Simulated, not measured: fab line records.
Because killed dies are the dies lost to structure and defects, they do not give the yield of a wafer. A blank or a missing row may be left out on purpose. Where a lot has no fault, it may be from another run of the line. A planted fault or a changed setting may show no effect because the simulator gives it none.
fab line records + flow nand_harc
[record]
- lots = 13
- wafers = 39
- last_day = 32
route steps=1302 shown A_WL_FILL@971 A_M1@1189 A_BONDPAD@1215 THIN_TSV@1294 END@1302
lots that met no fault: taken from a fault-free run of the same line
start_h: hours from the record's first day to the start of the lot's first wafer shown + wait_h: how many hours have passed since the lot's step before this one + " repeats the value in the row above + L1.1+2: several wafers, shown together as one row + - either no value or no given start + * or withheld: withheld + < > ~ a bound
route shown NAME@n: NAME is a module with steps in the file, n the number in the route of the first one + usual: mean/standard deviation of fault-free wafers + same: alike in all rows + chamber/n: place in a boat + sites: the reading at each site + _std_site: how widely they spread, as a standard deviation + _edge_site: the outer-site mean with the inner-site mean subtracted + radius_mm: for every site, how far away it sits from the centre of the wafer + mask NAME#n: copy n + behind: the tool/chamber that last shaped the wafer + hold: reason for holding the lot/hours on hold/outcome of the hold + device: which transistor (n, p or np) failed to switch + end of line: tests run on the same wafers once the route is complete + a step with no rows: only its recipe + killed: not the wafer's yield, but the dies lost to structure and defects at the first sort + map: per-die view of a wafer (x killed, . not killed, _ where there is no die)
set.NAME: setting as actually run; set.NAME@STEP: the setting as run at that earlier step + model.NAME: the simulator's own value behind a step, which no gauge read
route steps across a sampled set of lots; one table per step, one row per wafer
services: the hour from which a tool's chamber was out of use, counted from the record's first day as start_h (under 0 if before that day), plus the number of hours and why
[[steps]]
[step NHARC_A_WL_FILL_CVD_23]
[recipe]
- target_thk_a = 400
- temp_c = 620
- pressure_mtorr = 200
- time_s = 800
- material = poly-Si
[usual]
- spike_tc_upper_C = 619.2/1.3
- zone_power_lower_pct = 9.3/0.57
[same]
- time_s = 800
| lot.wafer | tool          | chamber | start_h | wait_h | spike_tc_upper_C | zone_power_lower_pct |
|-----------|---------------|---------|---------|--------|------------------|----------------------|
| L380.1    | lpcvd_poly-01 | 0       | 491.01  | 2.3    | 618.2            | 9.3                  |
| L380.3    | "             | 0       | "       | "      | 619.1            | 9.2                  |
| L380.5    | "             | 0       | "       | "      | 620.5            | 9.1                  |
| L381.1    | lpcvd_poly-01 | 0       | 491.01  | 2.3    | 618.0            | 9.3                  |
| L381.3    | "             | 0       | "       | "      | 619.8            | 9.1                  |
| L381.4    | "             | 0       | "       | "      | 620.3            | 9.2                  |
| L384.3    | lpcvd_poly-02 | 0       | 511.07  | 2.4    | 619.3            | 10.0                 |
| L384.4    | "             | 0       | "       | "      | 618.7            | 10.1                 |
| L384.6    | "             | 0       | "       | "      | 618.7            | 10.0                 |
| L383.3    | lpcvd_poly-02 | 0       | 518.88  | 2.4    | 619.7            | 10.0                 |
| L383.5    | "             | 0       | "       | "      | 620.7            | 10.3                 |
| L383.6    | "             | 0       | "       | "      | 620.2            | 10.2                 |
| L385.1    | lpcvd_poly-02 | 0       | 518.88  | 2.4    | 618.8            | 10.1                 |
| L385.4    | "             | 0       | "       | "      | 621.4            | 10.2                 |
| L385.5    | "             | 0       | "       | "      | 621.8            | 10.2                 |
| L386.2    | lpcvd_poly-01 | 0       | 541.41  | 2.3    | 619.5            | 9.2                  |
| L386.4    | "             | 0       | "       | "      | 620.1            | 9.2                  |
| L386.6    | "             | 0       | "       | "      | 618.3            | 9.2                  |
| L387.3    | lpcvd_poly-04 | 0       | 548.17  | 2.4    | 617.7            | 8.8                  |
| L387.4    | "             | 0       | "       | "      | 616.3            | 8.7                  |
| L387.5    | "             | 0       | "       | "      | 618.0            | 8.8                  |
| L393.2    | lpcvd_poly-04 | 0       | 614.18  | 2.4    | 617.5            | 8.7                  |
| L393.3    | "             | 0       | "       | "      | 616.6            | 8.6                  |
| L393.6    | "             | 0       | "       | "      | 619.5            | 8.7                  |
| L394.3    | lpcvd_poly-04 | 0       | 624.73  | 2.4    | 618.7            | 8.7                  |
| L394.4    | "             | 0       | "       | "      | 616.6            | 8.6                  |
| L394.6    | "             | 0       | "       | "      | 618.0            | 8.8                  |
| L398.3    | lpcvd_poly-02 | 0       | 657.20  | 2.4    | 621.2            | 10.2                 |
| L398.4    | "             | 0       | "       | "      | 620.1            | 10.1                 |
| L398.5    | "             | 0       | "       | "      | 620.2            | 10.2                 |
| L399.2    | lpcvd_poly-02 | 0       | 657.20  | 2.4    | 619.4            | 10.0                 |
| L399.3    | "             | 0       | "       | "      | 622.4            | 10.2                 |
| L399.4    | "             | 0       | "       | "      | 621.6            | 10.2                 |
| L401.2    | lpcvd_poly-04 | 0       | 694.50  | 2.4    | 617.5            | 8.7                  |
| L401.4    | "             | 0       | "       | "      | 619.9            | 8.8                  |
| L401.5    | "             | 0       | "       | "      | 617.5            | 8.7                  |
| L402.1    | lpcvd_poly-04 | 0       | 694.50  | 2.4    | 618.2            | 8.9                  |
| L402.4    | "             | 0       | "       | "      | 618.1            | 8.7                  |
| L402.5    | "             | 0       | "       | "      | 618.5            | 8.7                  |
[step NHARC_A_M1_DEGAS_29]
[recipe]
- temp_c = 250
- time_s = 60
[usual]
- heater_power_w = 339/31
[same]
- time_s = 60
| lot.wafer | tool           | chamber | start_h | wait_h | heater_power_w |
|-----------|----------------|---------|---------|--------|----------------|
| L380.3    | pvd_sputter-03 | -       | 538.58  | -      | 366            |
| L380.1    | "              | -       | "       | "      | 303            |
| L380.5    | "              | -       | "       | "      | 346            |
| L381.3    | pvd_sputter-02 | -       | 539.91  | -      | 309            |
| L381.1    | "              | -       | "       | "      | 320            |
| L381.4    | "              | -       | "       | "      | 300            |
| L384.4    | pvd_sputter-03 | -       | 557.42  | -      | 369            |
| L384.3    | "              | -       | "       | "      | 337            |
| L384.6    | "              | -       | "       | "      | 368            |
| L385.1    | pvd_sputter-03 | -       | 566.52  | -      | 308            |
| L385.4    | "              | -       | "       | "      | 340            |
| L385.5    | "              | -       | "       | "      | 382            |
| L383.3    | pvd_sputter-03 | -       | 567.62  | -      | 373            |
| L383.5    | "              | -       | "       | "      | 373            |
| L383.6    | "              | -       | "       | "      | 372            |
| L386.2    | pvd_sputter-02 | -       | 589.36  | -      | 311            |
| L386.4    | "              | -       | "       | "      | 336            |
| L386.6    | "              | -       | "       | "      | 353            |
| L387.4    | pvd_sputter-02 | -       | 596.21  | -      | 302            |
| L387.3    | "              | -       | "       | "      | 328            |
| L387.5    | "              | -       | "       | "      | 359            |
| L393.2    | pvd_sputter-01 | -       | 663.85  | -      | 307            |
| L393.3    | "              | -       | "       | "      | 418            |
| L393.6    | "              | -       | "       | "      | 304            |
| L394.3    | pvd_sputter-03 | -       | 669.93  | -      | 334            |
| L394.4    | "              | -       | "       | "      | 366            |
| L394.6    | "              | -       | "       | "      | 375            |
| L398.3    | pvd_sputter-02 | -       | 706.07  | -      | 322            |
| L398.4    | "              | -       | "       | "      | 316            |
| L398.5    | "              | -       | "       | "      | 363            |
| L399.4    | pvd_sputter-02 | -       | 708.22  | -      | 356            |
| L399.2    | "              | -       | "       | "      | 321            |
| L399.3    | "              | -       | "       | "      | 311            |
| L402.4    | pvd_sputter-03 | -       | 738.64  | -      | 378            |
| L402.1    | "              | -       | "       | "      | 323            |
| L402.5    | "              | -       | "       | "      | 301            |
| L401.2    | pvd_sputter-02 | -       | 740.16  | -      | 306            |
| L401.4    | "              | -       | "       | "      | 354            |
| L401.5    | "              | -       | "       | "      | 318            |
[step NHARC_A_BONDPAD_CD_MEAS_09]
[recipe]
- target_cd_nm = 500
- landing_energy_ev = 500
[usual]
- cd_nm = 498.9/1.9
| lot.wafer | tool      | chamber | start_h | wait_h | cd_nm |
|-----------|-----------|---------|---------|--------|-------|
| L380.1    | cd_sem-03 | 0       | 542.36  | -      | 499.9 |
| L380.3    | "         | 0       | "       | "      | 498.5 |
| L380.5    | "         | 0       | "       | "      | 495.0 |
| L381.1    | cd_sem-02 | 0       | 543.40  | -      | 501.0 |
| L381.3    | "         | 0       | "       | "      | 499.5 |
| L381.4    | "         | 0       | "       | "      | 499.4 |
| L384.3    | cd_sem-03 | 0       | 560.92  | -      | 497.9 |
| L384.4    | "         | 0       | "       | "      | 498.8 |
| L384.6    | "         | 0       | "       | "      | 500.5 |
| L385.1    | cd_sem-02 | 0       | 570.13  | -      | 501.3 |
| L385.4    | "         | 0       | "       | "      | 499.5 |
| L385.5    | "         | 0       | "       | "      | 500.1 |
| L383.3    | cd_sem-01 | 0       | 571.18  | -      | 495.9 |
| L383.5    | "         | 0       | "       | "      | 496.6 |
| L383.6    | "         | 0       | "       | "      | 496.6 |
| L386.2    | cd_sem-02 | 0       | 592.85  | -      | 499.9 |
| L386.4    | "         | 0       | "       | "      | 500.7 |
| L386.6    | "         | 0       | "       | "      | 500.7 |
| L387.3    | cd_sem-03 | 0       | 599.71  | -      | 498.5 |
| L387.4    | "         | 0       | "       | "      | 500.6 |
| L387.5    | "         | 0       | "       | "      | 495.4 |
| L393.2    | cd_sem-01 | 0       | 667.34  | -      | 500.1 |
| L393.3    | "         | 0       | "       | "      | 498.3 |
| L393.6    | "         | 0       | "       | "      | 497.7 |
| L394.3    | cd_sem-01 | 0       | 673.43  | -      | 499.4 |
| L394.4    | "         | 0       | "       | "      | 497.3 |
| L394.6    | "         | 0       | "       | "      | 496.0 |
| L398.3    | cd_sem-02 | 0       | 709.57  | -      | 497.4 |
| L398.4    | "         | 0       | "       | "      | 497.8 |
| L398.5    | "         | 0       | "       | "      | 499.4 |
| L399.2    | cd_sem-01 | 0       | 711.72  | -      | 498.8 |
| L399.3    | "         | 0       | "       | "      | 501.1 |
| L399.4    | "         | 0       | "       | "      | 496.9 |
| L402.1    | cd_sem-02 | 0       | 741.98  | -      | 500.1 |
| L402.4    | "         | 0       | "       | "      | 499.8 |
| L402.5    | "         | 0       | "       | "      | 497.6 |
| L401.2    | cd_sem-01 | 0       | 743.67  | -      | 499.4 |
| L401.4    | "         | 0       | "       | "      | 502.1 |
| L401.5    | "         | 0       | "       | "      | 498.9 |
[step NHARC_THIN_TSV_ETCH_59]
[recipe]
- target_depth_a = 8800
- icp_w = 900
- bias_w = 100
- Cl2_flow_sccm = 60
- bcl3_flow_sccm = 30
- time_s = 138.1
- chemistry = Cl2/BCl3
[usual]
- drypump_motor_current_A = 5.9/0.34
- he_backside_leak_sccm = 3.4/0.31
- oes_product_au = 0.999/0.0096
- throttle_valve_pct = 22.266/0.0098
[same]
- time_s = 138.1
| lot.wafer | tool         | chamber | start_h | wait_h | drypump_motor_current_A | he_backside_leak_sccm | oes_product_au | rf_hours_counter_h | throttle_valve_pct |
|-----------|--------------|---------|---------|--------|-------------------------|-----------------------|----------------|--------------------|--------------------|
| L380.1    | rie_metal-01 | 0       | 563.76  | 0.1    | 5.8                     | 3.5                   | 0.996          | 2.9                | 22.256             |
| L380.3    | "            | 0       | "       | "      | 5.8                     | 3.6                   | 1.005          | -                  | 22.258             |
| L380.5    | "            | 1       | "       | "      | 5.8                     | 2.9                   | 0.989          | -                  | 22.273             |
| L381.1    | rie_metal-03 | 0       | 565.04  | 0.1    | 5.7                     | 3.4                   | 1.007          | 0.5                | 22.259             |
| L381.4    | "            | 0       | "       | "      | 5.7                     | 3.4                   | 1.004          | -                  | 22.267             |
| L381.3    | "            | 1       | "       | "      | 6.1                     | 3.2                   | 1.004          | -                  | 22.266             |
| L384.3    | rie_metal-02 | 0       | 582.30  | 0.2    | 5.6                     | 3.1                   | 0.994          | -                  | 22.248             |
| L384.4    | "            | 1       | "       | "      | 6.6                     | 3.6                   | 0.999          | -                  | 22.265             |
| L384.6    | "            | 0       | "       | "      | 5.6                     | 3.1                   | 0.995          | -                  | 22.264             |
| L385.1    | rie_metal-02 | 0       | 591.80  | 0.1    | 5.6                     | 3.3                   | 1.001          | 1.8                | 22.280             |
| L385.4    | "            | 1       | "       | "      | 6.5                     | 3.4                   | 1.003          | -                  | 22.268             |
| L385.5    | "            | 0       | "       | "      | 5.6                     | 3.2                   | 0.997          | -                  | 22.272             |
| L383.3    | rie_metal-03 | 0       | 592.95  | 0.2    | 5.6                     | 3.4                   | 1.015          | -                  | 22.254             |
| L383.5    | "            | 1       | "       | "      | 6.1                     | 3.1                   | 0.993          | -                  | 22.256             |
| L383.6    | "            | 0       | "       | "      | 5.7                     | 3.4                   | 1.019          | -                  | 22.275             |
| L386.2    | rie_metal-02 | 1       | 614.59  | 0.1    | 6.5                     | 3.6                   | 1.002          | 2.8                | 22.273             |
| L386.4    | "            | 1       | "       | "      | 6.6                     | 3.4                   | 1.007          | -                  | 22.280             |
| L386.6    | "            | 1       | "       | "      | 6.6                     | 3.6                   | 1.004          | -                  | 22.258             |
| L387.4    | rie_metal-02 | 0       | 624.01  | 0.2    | 5.6                     | 3.2                   | 1.004          | -                  | 22.277             |
| L387.3    | "            | 1       | "       | "      | 6.5                     | 3.5                   | 1.003          | -                  | 22.256             |
| L387.5    | "            | 1       | "       | "      | 6.6                     | 3.4                   | 1.011          | -                  | 22.264             |
| L393.2    | rie_metal-02 | 0       | 690.89  | 0.1    | 5.6                     | 3.3                   | 1.005          | 0.8                | 22.250             |
| L393.3    | "            | 0       | "       | "      | 5.6                     | 3.3                   | 1.002          | -                  | 22.290             |
| L393.6    | "            | 1       | "       | "      | 6.5                     | 3.5                   | 1.007          | -                  | 22.277             |
| L394.3    | rie_metal-02 | 0       | 695.09  | 0.2    | 5.6                     | 3.2                   | 1.001          | -                  | 22.271             |
| L394.4    | "            | 1       | "       | "      | 6.5                     | 3.4                   | 0.972          | -                  | 22.266             |
| L394.6    | "            | 0       | "       | "      | 5.6                     | 3.3                   | 1.000          | -                  | 22.256             |
| L398.3    | rie_metal-02 | 1       | 731.46  | 0.2    | 6.6                     | 3.4                   | 0.996          | -                  | 22.271             |
| L398.4    | "            | 0       | "       | "      | 5.6                     | 3.3                   | 1.002          | -                  | 22.275             |
| L398.5    | "            | 1       | "       | "      | 6.5                     | 3.6                   | 1.000          | -                  | 22.270             |
| L399.2    | rie_metal-01 | 1       | 732.84  | 0.1    | 5.8                     | 3.0                   | 0.995          | 2.1                | 22.262             |
| L399.4    | "            | 0       | "       | "      | 5.8                     | 3.6                   | 1.016          | -                  | 22.266             |
| L399.3    | "            | 1       | "       | "      | 5.8                     | 5.6                   | 0.995          | -                  | 22.284             |
| L402.1    | rie_metal-01 | 1       | 763.28  | 0.1    | 5.8                     | 3.2                   | 1.010          | 0.0                | 22.264             |
| L402.4    | "            | 0       | "       | "      | 5.8                     | 3.5                   | 0.995          | -                  | 22.276             |
| L402.5    | "            | 1       | "       | "      | 5.8                     | 3.1                   | 1.007          | -                  | 22.271             |
| L401.2    | rie_metal-03 | 0       | 764.74  | 0.1    | 5.7                     | 3.3                   | 0.999          | 1.2                | 22.260             |
| L401.4    | "            | 0       | "       | "      | 5.7                     | 3.3                   | 0.994          | -                  | 22.252             |
| L401.5    | "            | 1       | "       | "      | 6.1                     | 3.0                   | 0.987          | -                  | 22.273             |
[step NHARC_END_SORT_01]
[recipe]
- temp_c = 25
[usual]
- killed_at_array = 56/19
- killed_at_other = 1.0/1.3
- killed_at_periphery = 3.8/2.2
- killed_dies = 61/19
- killed_open = 3.1/1.9
- killed_short = 2.3/1.5
[same]
- gross_dies = 677
| lot.wafer | tool      | chamber | start_h | wait_h | killed_at_array | killed_at_other | killed_at_periphery | killed_dies | killed_open | killed_short |
|-----------|-----------|---------|---------|--------|-----------------|-----------------|---------------------|-------------|-------------|--------------|
| L393.2    | prober-02 | 0       | 701.43  | 2.8    | 174             | 5               | 5                   | 184         | 1           | 5            |
| L393.3    | prober-02 | 0       | 702.22  | 3.1    | 172             | 0               | 5                   | 177         | 2           | 4            |
| L393.6    | prober-02 | 0       | 704.62  | 4.0    | 157             | 1               | 1                   | 159         | 5           | 2            |
| L394.3    | prober-01 | 0       | 705.91  | 3.1    | 145             | 3               | 3                   | 151         | 1           | 2            |
| L394.4    | prober-01 | 0       | 706.71  | 3.4    | 128             | 0               | 1                   | 129         | 4           | 1            |
| L394.6    | prober-01 | 0       | 708.32  | 4.0    | 147             | 1               | 6                   | 154         | 0           | 1            |
// killed by level:class
L393.2 A_WL_FILL:unspecified=96 A_SLIT:chamber_film_flake=41 A_CHANNEL_HOLE_D1:chamber_film_flake=25 THIN_TSV:chamber_film_flake=5 A_CONTACT:chamber_film_flake=4 P_M1:chamber_film_flake=2 P_GATE:geometric_particle:short=1 P_M2:geometric_particle:short=1
L393.3 A_WL_FILL:unspecified=98 A_SLIT:chamber_film_flake=33 A_CHANNEL_HOLE_D1:chamber_film_flake=30 P_M1:chamber_film_flake=3 A_ONON_D1:geometric_particle:short=2 A_WL_FILL:chamber_film_flake=2 A_STAIRCASE:chamber_film_flake=2 A_CONTACT:chamber_film_flake=2
L393.6 A_WL_FILL:unspecified=92 A_CHANNEL_HOLE_D1:chamber_film_flake=29 A_SLIT:chamber_film_flake=24 A_WL_FILL:chamber_film_flake=3 A_ONON_D2:geometric_particle:open=2 A_CHANNEL_FILL_D1:geometric_particle:open=1 A_DECK1_JOINT:geometric_particle:open=1 A_CHANNEL_FILL_D2:geometric_particle:short=1
L394.3 A_WL_FILL:unspecified=96 A_CHANNEL_HOLE_D1:chamber_film_flake=31 A_SLIT:chamber_film_flake=7 A_CONTACT:chamber_film_flake=5 THIN_TSV:chamber_film_flake=2 A_WL_FILL:chamber_film_flake=2 A_BONDPAD:chamber_film_flake=2 P_M0:geometric_particle:open=1
L394.4 A_WL_FILL:unspecified=91 A_CHANNEL_HOLE_D1:chamber_film_flake=25 A_STAIRCASE:chamber_film_flake=2 A_SLIT:chamber_film_flake=2 A_CONTACT:chamber_film_flake=2 P_GATE:geometric_particle:open=1 A_ONON_D1:geometric_particle:open=1 A_ONON_D2:geometric_particle:open=1
L394.6 A_WL_FILL:unspecified=101 A_CHANNEL_HOLE_D1:chamber_film_flake=34 P_STI:chamber_film_flake=5 A_SLIT:chamber_film_flake=4 A_CONTACT:chamber_film_flake=3 A_STAIRCASE:chamber_film_flake=2 A_SGD_CUT:geometric_particle:short=1 P_GATE:chamber_film_flake=1
[[services]]
| tool           | chamber | start_h | hours | kind   |
|----------------|---------|---------|-------|--------|
| pvd_sputter-02 | -       | 468.95  | 23.6  | repair |
| lpcvd_poly-01  | -       | 500.50  | 3.7   | repair |
| rie_metal-02   | -       | 503.34  | 0.7   | repair |
| rie_metal-02   | 0       | 508.12  | 5.7   | repair |
| pvd_sputter-02 | -       | 509.23  | 3.4   | repair |
| rie_metal-03   | -       | 519.00  | 9.0   | pm     |
| pvd_sputter-03 | -       | 526.00  | 10.0  | pm     |
| rie_metal-01   | -       | 528.47  | 0.2   | repair |
| pvd_sputter-02 | -       | 552.19  | 0.9   | repair |
| lpcvd_poly-01  | -       | 567.01  | 26.0  | pm     |
| rie_metal-01   | -       | 575.00  | 9.0   | pm     |
| pvd_sputter-02 | -       | 577.88  | 2.5   | repair |
| rie_metal-02   | -       | 631.00  | 9.0   | pm     |
| pvd_sputter-02 | -       | 633.29  | 8.0   | repair |
| lpcvd_poly-01  | -       | 641.24  | 5.8   | repair |
| pvd_sputter-02 | -       | 641.34  | 10.0  | pm     |
| rie_metal-03   | -       | 648.30  | 0.3   | repair |
| rie_metal-01   | 1       | 654.86  | 1.7   | repair |
| rie_metal-01   | -       | 682.14  | 0.4   | repair |
| pvd_sputter-02 | -       | 684.56  | 1.8   | repair |
| rie_metal-03   | -       | 696.00  | 9.0   | pm     |
| rie_metal-01   | -       | 702.50  | 0.3   | repair |
| pvd_sputter-03 | -       | 704.00  | 10.0  | pm     |
| pvd_sputter-02 | -       | 750.85  | 1.4   | repair |
[[key]]
[first_sign]
- step = NHARC_END_SORT_01
- reading = killed_at_array
- direction = up
- sigmas = 5.2
- usual = 56
- struck = 154
[effect]
- step = NHARC_END_SORT_01
- reading = killed_dies
- direction = up
- sigmas = 5.2
- usual = 61
- struck = 159
[more_kills_born_at]
- NHARC_A_WL_FILL_CVD_23@lpcvd_poly-04 = 574
met_at NHARC_A_WL_FILL_CVD_23
struck_lots L393,L394
tester_left_out L393,L394
not_acting_at NHARC_A_M1_DEGAS_29,NHARC_A_BONDPAD_CD_MEAS_09,NHARC_THIN_TSV_ETCH_59
onset_between 548.17 614.18
[fault]
- kind = chamber_particle_source
- tool = lpcvd_poly-04
- chamber = -
- onset_h = 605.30
- steps = NHARC_A_WL_FILL_CVD_23
- rate_per_visit_cm2 = 1.4417
- end_h = 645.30
// tester_left_out: of these lots the tester's yield and bins aren't shown, on N5 and GAA mostly nor the transistor test; their killed dies are dies lost to structure and defects alone, not to doping, threshold or leakage, so they don't give the yield
